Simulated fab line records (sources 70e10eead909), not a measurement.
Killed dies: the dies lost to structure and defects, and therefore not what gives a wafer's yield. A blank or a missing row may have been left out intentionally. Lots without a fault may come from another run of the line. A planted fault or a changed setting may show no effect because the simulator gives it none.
8D (eight disciplines) problem report, filled in by code ; flow nand_harc ; the parts of the form that need people (team, actions taken, sign-off) are left out

1. THE PROBLEM
On 2 wafers of 1 lot, killed_at_array at NHARC_END_SORT_01 has a mean of 336; fault-free wafers read 26, standard deviation 9. Measured from the usual mean, that is +34 standard deviations.
The first sign was on wafer L830.2 at day 21 22:34, on prober-01. The record holds 23 wafers of 8 lots with a number at this step. By rule, "out" or "out of limits" means more than 4 standard deviations away from the usual mean. The rest of the wafers with a number are treated as sound.

2. WHAT IT IS AND WHAT IT IS NOT
question;is;is not
which readings at this step;killed_at_array, defect_limited_yield, killed_dies, sort_bin_2_pct, sort_bin_3_pct, sort_bin_4_pct, sort_n_pass, sort_rim_yield_pct, sort_yield_pct;killed_at_other, killed_at_periphery, killed_open, killed_short
which lots;L830;L822, L824, L825, L826, L827, L828, L834
which wafers of those lots;all that have a number;-
read on which gauges;prober-01;prober-02
when;from day 21 22:34;"up to then (18 sound wafers); but 3 sound wafers of L834 came after"

3. THE SUSPECTS, EACH WITH WHAT RULES IT OUT
Counting: a tool at a process step up to the reading stays a suspect if it ran every lot that is out and no sound lot after the first of them.
- the gauge at NHARC_END_SORT_01: kept. All the wafers that are out were read on prober-01, and no step on other tools shows them out.
- ecd_cu-02 at NHARC_A_M0_ECD_22 (material Cu, target thk 400 nm): kept. It ran the lot that is out, L830 (day 20 06:26), and no sound lot after that; its last sound lot up to then is L826 (day 18 20:56).
- pecvd-01 at NHARC_THIN_TSV_DEP_43 (deposits SiO2, target thk 1328.5 nm): kept. It ran the lot that is out, L830 (day 21 05:28), and no sound lot after that.
- rie_diel-04 at NHARC_THIN_TSV_DESCUM_14 (chemistry O2, time 3 s): kept. It ran the lot that is out, L830 (day 21 06:29), and no sound lot after that.
- pvd_sputter-03 at NHARC_THIN_TSV_PRE_CLEAN_54 (time 30 s): kept. It ran the lot that is out, L830 (day 21 11:09), and no sound lot after that; its last sound lot up to then is L826 (day 20 05:13).
Left after counting: ecd_cu-02 at NHARC_A_M0_ECD_22, pecvd-01 at NHARC_THIN_TSV_DEP_43, rie_diel-04 at NHARC_THIN_TSV_DESCUM_14, pvd_sputter-03 at NHARC_THIN_TSV_PRE_CLEAN_54, prober-01 at NHARC_END_SORT_01.

4. THE CAUSE (what the simulator had put in)
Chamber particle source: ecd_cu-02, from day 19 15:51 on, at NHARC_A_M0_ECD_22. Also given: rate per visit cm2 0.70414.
Counting left 5 suspects, and this tool is among them.

5. SEQUENCE OF EFFECTS, ordered by route
Each row: a reading whose mean over the struck wafers that have a number lies more than 3 standard deviations from the usual. Only readings whose record carries a usual standard deviation are examined. hours: median over the lots of the time between each lot's start at the first step of this table that gives one and its start at this step. sigmas: the change, counted in usual standard deviations.
hours;step;reading;usual;on struck wafers;change;sigmas
0;NHARC_END_SORT_01;defect_limited_yield;95.6 %;50.1;-45.5;-32
0;NHARC_END_SORT_01;killed_at_array;26;336;+310;+34
0;NHARC_END_SORT_01;killed_dies;30;338;+308;+34
0;NHARC_END_SORT_01;sort_bin_2_pct;1.4 %;16.2;+14.8;+25
0;NHARC_END_SORT_01;sort_bin_3_pct;0.25 %;2.80;+2.55;+12
0;NHARC_END_SORT_01;sort_bin_4_pct;2.8 %;30.9;+28.1;+31
0;NHARC_END_SORT_01;sort_n_pass;647;339;-308;-34
0;NHARC_END_SORT_01;sort_rim_yield_pct;95.4 %;47.2;-48.2;-16
0;NHARC_END_SORT_01;sort_yield_pct;95.6 %;50.1;-45.5;-32

6. WHAT WOULD HAVE CAUGHT IT SOONER
55 hours passed between the start of the fault at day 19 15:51 and the first reading out of limits at a measuring or inspecting step in this record, taken at day 21 22:34.
Of the tool readings at NHARC_A_M0_ECD_22 for which the record gives a usual standard deviation, none was out on any struck wafer, so an alarm limit of 4 standard deviations on them would not have fired.
By day 21 22:34 the whole set of lots that are out, 1 in number, had already begun NHARC_A_M0_ECD_22 on ecd_cu-02. Tool hold at that time: it would have spared none of them.
